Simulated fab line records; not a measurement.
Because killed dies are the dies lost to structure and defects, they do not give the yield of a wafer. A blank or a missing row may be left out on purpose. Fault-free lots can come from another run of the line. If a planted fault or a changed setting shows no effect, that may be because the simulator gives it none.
Problem report in the 8D (eight disciplines) form, filled by code / flow nand_harc / the parts of the form that need people (team, actions taken, sign-off) are left out

== 1. WHAT WENT WRONG ==
run_length_s at NHARC_A_WL_FILL_ETCHBACK_17 reads a mean of 44.6 s on 5 wafers of 3 lots; wafers without a fault read 48.0 s with a standard deviation of 0.52. That puts it -6.6 standard deviations away from the usual mean.
The step: etches the open film in Cl2/BCl3, target depth 4 nm, time 26.7 s.
Earliest sighting: wafer L324.1 on rie_metal-01 at day 17 11:06. Wafers with a number at this step in the record: 41, from 14 lots. By rule, "out" or "out of limits" means more than 4 standard deviations away from the usual mean. The other wafers with a number count as sound.

== 2. WHAT IT IS, WHAT IT ISN'T ==
question=which readings at this step | is=run_length_s | is not=drypump_motor_current_A, oes_product_au
question=which lots | is=L324, L325, L327 | is not=L317, L318, L319, L320, L321, L332, L333, L334, L336, L339, L340
question=which wafers of those lots | is=L324.1, L324.4, L325.1, L325.4, L327.4 | is not=L324.6, L325.6, L327.3
question=read on which tools | is=rie_metal-01 | is not=rie_metal-02, rie_metal-03
question=when | is=from day 17 11:06 | is not=up to then (16 sound wafers); but 20 sound wafers of L325, L327, L332, L333, L334, L336, L339, L340 came after

== 3. WHAT RULES OUT EACH SUSPECT ==
Counting: if a tool at a process step up to the reading ran every lot that is out, it stays a suspect. Sound lots after the first of them don't rule it out here, since some wafers of a struck lot are sound.
- rie_metal-01 at NHARC_A_WL_FILL_ETCHBACK_17 (etches the open film in Cl2/BCl3, target depth 4 nm, time 26.7 s): kept. It processed each lot that is out (first: L324, day 17 11:06); up to then, its last sound lot is L321 (day 15 23:18). Its own run_length_s readings are out on those wafers.
The count leaves rie_metal-01 at NHARC_A_WL_FILL_ETCHBACK_17.

== 4. THE CAUSE (what the simulator had put in) ==
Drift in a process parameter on rie_metal-01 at NHARC_A_WL_FILL_ETCHBACK_17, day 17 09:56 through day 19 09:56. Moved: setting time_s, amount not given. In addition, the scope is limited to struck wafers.
The count eliminated every tool but this one.

== 5. THE EFFECT CHAIN, in route order ==
Rows list readings where the struck wafers' mean (over those with a number) sits beyond 3 standard deviations from the usual. Only readings for which the record gives a usual standard deviation are gone through. hours: the time from each lot's start at the first step in this table that gives one to its start at this step, as a median over the lots. sigmas: the change in usual standard deviations.
hours=0; step=NHARC_A_WL_FILL_ETCHBACK_17; reading=run_length_s; usual=48.0 s; on struck wafers=44.6; change=-3.4; sigmas=-6.6
The process steps in it:
- NHARC_A_WL_FILL_ETCHBACK_17: etches the open film in Cl2/BCl3, target depth 4 nm, time 26.7 s.
Later measuring or inspecting steps at which every struck wafer that the step has a row for has a number for every such reading, and none has moved that far: NHARC_A_WL_FILL_INSPECT_15, NHARC_END_SORT_01.

== 6. HOW IT WOULD HAVE BEEN CAUGHT EARLIER ==
In this record the first reading out of limits was taken at day 17 11:06, 1 hour after the fault began at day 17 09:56.
